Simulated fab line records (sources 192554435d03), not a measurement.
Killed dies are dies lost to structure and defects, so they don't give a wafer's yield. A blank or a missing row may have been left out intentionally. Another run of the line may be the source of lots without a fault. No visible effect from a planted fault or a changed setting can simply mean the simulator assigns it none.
Matching of chambers + flow n5_finfet + 4 sister chambers for N5_BEOL_M4_DESCUM_16 on rie_diel-02
The step chemistry O2, time 7 s. 8 wafers are shown with their chamber, then 7 later ones without.

WAFERS PAIRED WITH THEIR CHAMBERS
| wafer  | chamber | showerhead_plenum_p_Torr (Torr) | throttle_valve_pct (%) |
|--------|---------|---------------------------------|------------------------|
| L075.4 | 1       | 2.12                            | 20.20                  |
| L075.5 | 3       | 2.05                            | 20.44                  |
| L078.3 | 2       | 2.02                            | 20.41                  |
| L078.6 | 3       | 2.05                            | 20.44                  |
| L081.4 | 2       | 2.02                            | 20.41                  |
| L081.5 | 0       | 2.10                            | 20.20                  |
| L086.1 | 0       | 2.10                            | 20.24                  |
| L086.2 | 1       | 2.11                            | 20.23                  |

WAFERS MISSING THEIR CHAMBER
| wafer  | showerhead_plenum_p_Torr (Torr) | throttle_valve_pct (%) |
|--------|---------------------------------|------------------------|
| L086.3 | 2.04                            | 20.47                  |
| L090.3 | 2.10                            | 20.25                  |
| L090.4 | 2.04                            | 20.49                  |
| L090.6 | 2.10                            | 20.27                  |
| L092.2 | 2.09                            | 20.24                  |
| L092.3 | 2.04                            | 20.49                  |
| L092.4 | 2.01                            | 20.45                  |

CHAMBER TAKEN BY EACH
| wafer  | from the rows above | in truth                   |
|--------|---------------------|----------------------------|
| L086.3 | 3                   | 3                          |
| L090.3 | 0                   | 0                          |
| L090.4 | 3                   | 3                          |
| L090.6 | 0                   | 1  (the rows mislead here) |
| L092.2 | 0                   | 0                          |
| L092.3 | 3                   | 3                          |
| L092.4 | 2                   | 2                          |
6 of 7 placed correctly. Left unplaced by these rows: 0. Wrongly placed: 1.
How it was worked out, from the rows above alone: a wafer's distance from a chamber is the root of the sum, over the readings, of the square of ((its reading less the chamber's mean) divided by the reading's scatter). The wafer belongs to the nearest chamber; if the next one is less than 2 further off, it can't be placed. A chamber's mean is the mean of its shown wafers. The scatter: take each reading less its chamber's mean, square it, sum over the shown wafers, divide by the number of wafers less the number of chambers, and take the root.
